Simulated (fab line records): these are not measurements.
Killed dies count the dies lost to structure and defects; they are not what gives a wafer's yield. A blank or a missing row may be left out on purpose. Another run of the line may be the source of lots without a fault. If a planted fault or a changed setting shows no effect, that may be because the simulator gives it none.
Lot-split experiment ; flow n5-finfet ; route with 1938 steps; 7 lots, 39 wafers read

## THE SPLIT
At N5_FIN_SAQP_SPACER1_ALD_24 (deposits SiO2, target thk 20.3 nm, pulse time 1 s, purge time 2 s), the setting ald-cycles was moved away from the recipe's 218 on 6 of the 39 wafers read, by -52.3% to -32.6%. This setting was run at the recipe's value on the other wafers.

## FROM THE SPLIT TO THE READING: what the file shows between them, 2 steps
- N5_FIN_SAQP_SPACER1_ETCHBACK_25: etches SiO2 in CHF3/O2, target depth 24.4 nm, time 12.2 s
- N5_FIN_SAQP_MANDREL1_REMOVE_56: chemistry HBr/Cl2/O2, target a-Si, stops on SiNx, bt time 10 s

## THE READING
cd-nm (nm) at N5_FIN_SAQP_CD_MEAS_27, where the cd target is 20 nm. Typical for fault-free wafers on this fab line: 20.31 nm, with standard deviation 0.24 nm.

wafer;tool, chamber at the split;ald-cycles as run;against the recipe;cd-nm, nm;against lot-mates on the recipe
L080.1;ald-sin-04, 0,2,1;218;recipe;20.80;-
L080.2;ald-sin-04, 0,2,1;218;recipe;20.40;-
L080.3;ald-sin-04, 0,2,1;218;recipe;20.53;-
L081.1;ald-sin-01, 0,2,3,2,1;218;recipe;20.07;-
L081.2;ald-sin-01, 0,2,3,2,1;218;recipe;20.59;-
L081.3;ald-sin-01, 1;218;recipe;20.69;-
L081.4;ald-sin-01, 0,2,3,2,1;218;recipe;20.43;-
L081.5;ald-sin-01, 0,2,3,2,1;218;recipe;20.27;-
L081.6;ald-sin-01, 0,2,3,2,1;218;recipe;20.37;-
L083.1;ald-sin-01, 0;218;recipe;20.05;-
L083.2;ald-sin-01, 3;104;-52.3%;9.38;-10.98
L083.3;ald-sin-01, 2,3;218;recipe;20.50;-
L083.4;ald-sin-01, 1,0;104;-52.3%;9.42;-10.94
L083.5;ald-sin-01, 2,3;218;recipe;20.54;-
L083.6;ald-sin-01, 1,0;104;-52.3%;9.71;-10.65
L086.1;ald-sin-04, 1,3,0,2,1,2;218;recipe;20.34;-
L086.2;ald-sin-04, 1,3,0,2,1,2;218;recipe;20.22;-
L086.3;ald-sin-04, 1,3,0,2,1,2;218;recipe;20.58;-
L086.4;ald-sin-04, 1,3,0,2,1,2;218;recipe;20.26;-
L086.5;ald-sin-04, 1,3,0,2,1,2;218;recipe;20.16;-
L086.6;ald-sin-04, 1,3,0,2,1,2;218;recipe;19.74;-
L087.1;ald-sin-01, 2;218;recipe;20.18;-
L087.2;ald-sin-01, 0;218;recipe;20.34;-
L087.3;ald-sin-01, 1,3,3;147;-32.6%;13.31;-7.05
L087.4;ald-sin-01, 1,3,3;147;-32.6%;13.87;-6.49
L087.5;ald-sin-01, 2;218;recipe;20.55;-
L087.6;ald-sin-01, 1,3,3;147;-32.6%;13.42;-6.94
L089.1;ald-sin-04, 3,1;218;recipe;19.76;-
L089.2;ald-sin-04, 0,1,2,2;218;recipe;20.71;-
L089.3;ald-sin-04, 0,1,2,2;218;recipe;20.08;-
L089.4;ald-sin-04, 0,1,2,2;218;recipe;20.57;-
L089.5;ald-sin-04, 0,1,2,2;218;recipe;20.27;-
L089.6;ald-sin-04, 3,1;218;recipe;20.50;-
L090.1;ald-sin-03, 0,1,0;218;recipe;20.21;-
L090.2;ald-sin-03, 0,1,0;218;recipe;20.38;-
L090.3;ald-sin-03, 3,2,3;218;recipe;20.77;-
L090.4;ald-sin-03, 3,2,3;218;recipe;20.24;-
L090.5;ald-sin-03, 3,2,3;218;recipe;20.35;-
L090.6;ald-sin-03, 0,1,0;218;recipe;20.59;-
When a row names more than one chamber, that row covers several wafers, and the file does not tell which wafer ran in which chamber.

THE FIT
A straight line over all 39 wafers: cd-nm changes by +0.208 nm for each +1% of ald-cycles; r = +1.00; the points scatter about the line by 0.25 nm.
The same after taking each lot's own level away (the mean of its wafers on the recipe; 39 wafers): +0.208 nm for each +1%; r = +1.00; scatter 0.23 nm.
That fit puts the effect of the largest move of ald-cycles on the reading at 11 nm.
Across the lots, their own levels run from 20.217 to 20.577 nm, a range of 1.5 times the standard deviation given above.
Consequently the slope shifts little with the lot-to-lot level, the two slopes agreeing.
Check: for one of the wafers moved furthest among these (-52.3%), held out of the fit, the line's prediction against its lot-mates is -10.9 nm. Against them it came out at -11 nm.

## OTHER SPLITS ON THESE WAFERS
These wafers also went through other splits before the reading. Each is held against what the fit with the lots' levels taken away leaves over:
other split on the same wafers;wafers away from the commonest value;r with cd-nm (lot level and that fit taken away)
N5_ZERO_LAYER_DEVELOP_10 develop-time-s;15;-0.09

## THE WHOLE CHAIN: every reading that the file lists as answering this split, in the file's order
step;what it does;reading;change (the file's fit);r (the file's)
N5_FIN_SAQP_SPACER1_ALD_24;deposits SiO2, target thk 20.3 nm, pulse time 1 s, purge time 2 s;SiO2_of_FIN_SAQP_SPACER1_ALD_24.thk-nm (the simulator's own value, which no gauge read);+0.204 nm for each +1% of the setting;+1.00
N5_FIN_SAQP_MANDREL1_REMOVE_56;chemistry HBr/Cl2/O2, target a-Si, stops on SiNx, bt time 10 s;FIN_SAQP.cd-nm (the simulator's own value, which no gauge read);+0.205 nm for each +1% of the setting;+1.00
N5_FIN_SAQP_CD_MEAS_27;target cd 20 nm;cd-nm;+0.208 nm for each +1% of the setting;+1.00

## THE FILE'S OWN FIT
cd-nm changes by +0.208 nm for each +1% of ald-cycles, r = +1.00.
